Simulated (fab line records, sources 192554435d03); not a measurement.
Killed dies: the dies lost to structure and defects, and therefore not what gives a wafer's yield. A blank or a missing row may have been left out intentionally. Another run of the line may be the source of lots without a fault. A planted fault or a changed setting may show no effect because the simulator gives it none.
Chamber matching ; flow n5Finfet ; rieDiel-04 running N5_BEOL_M0_TRENCH_ETCH_107: 4 sister chambers
The step etches SiOC in C4F6/O2, target depth 32.8 nm, time 16.4 s. 24 wafers are shown with their chamber, then 12 later ones without.

EACH WAFER AND ITS CHAMBER
wafer;chamber;showerheadPlenumPTorr (Torr);rfVppV (V);oesProductAu (a.u.)
L074.2;3;2.90;663;0.89
L074.3;1;2.79;652;0.95
L074.4;2;2.90;651;0.90
L077.4;0;2.81;661;0.72
L077.5;2;2.89;652;0.88
L077.6;1;2.79;653;0.92
L080.2;2;2.89;652;0.87
L080.3;1;2.79;653;0.91
L080.6;1;2.79;654;0.91
L083.2;2;2.89;652;0.87
L083.3;1;2.78;654;0.90
L083.6;3;2.89;661;0.86
L082.2;0;2.81;660;0.71
L082.4;2;2.89;652;0.86
L082.5;2;2.89;653;0.86
L085.1;2;2.89;652;0.86
L085.2;0;2.81;662;0.70
L085.3;1;2.78;652;0.89
L086.4;3;2.89;662;0.85
L086.5;1;2.78;653;0.89
L086.6;2;2.89;652;0.84
L087.2;1;2.78;653;0.88
L087.4;2;2.89;652;0.85
L087.5;0;2.80;659;0.71

SIGNATURES, as means of the wafers listed above
reading;chamber 0;chamber 1;chamber 2;chamber 3;scatter within a chamber
showerheadPlenumPTorr;2.8075;2.7850;2.8911;2.8933;0.00464
rfVppV;660.50;653.00;652.00;662.00;0.806
oesProductAu;0.7100;0.9062;0.8656;0.8667;0.0185
Rule: for each reading, subtract the chamber's mean from the wafer's reading, divide by that reading's scatter and square the result; add these up over the readings and take the root, which gives the wafer's distance from the chamber. The wafer belongs to the nearest chamber; if the next one is less than 2 further off, it can't be placed. How the scatter is found: for the shown wafers, subtract from each reading the mean of its chamber, square and add these, divide the total by (wafers less chambers), then take the root.

WAFERS WITHOUT THEIR CHAMBER
wafer;showerheadPlenumPTorr (Torr);rfVppV (V);oesProductAu (a.u.)
L088.2;2.89;661;0.84
L088.3;2.78;653;0.88
L088.5;2.80;659;0.70
L091.1;2.89;660;0.84
L091.3;2.88;652;0.84
L091.6;2.89;662;0.84
L093.1;2.88;661;0.84
L093.3;2.88;653;0.84
L093.6;2.88;652;0.83
L095.2;2.88;662;0.83
L095.3;2.88;652;0.83
L095.6;2.88;654;0.83

EACH ONE'S CHAMBER
wafer;from the rows above;in truth
L088.2;3;3
L088.3;1;1
L088.5;0;0
L091.1;3;3
L091.3;2;2
L091.6;3;3
L093.1;3;3
L093.3;2;2
L093.6;2;2
L095.2;3;3
L095.3;2;2
L095.6;2;2
Correctly placed: 12 of 12. From these rows, 0 cannot be placed. Number placed wrongly: 0.
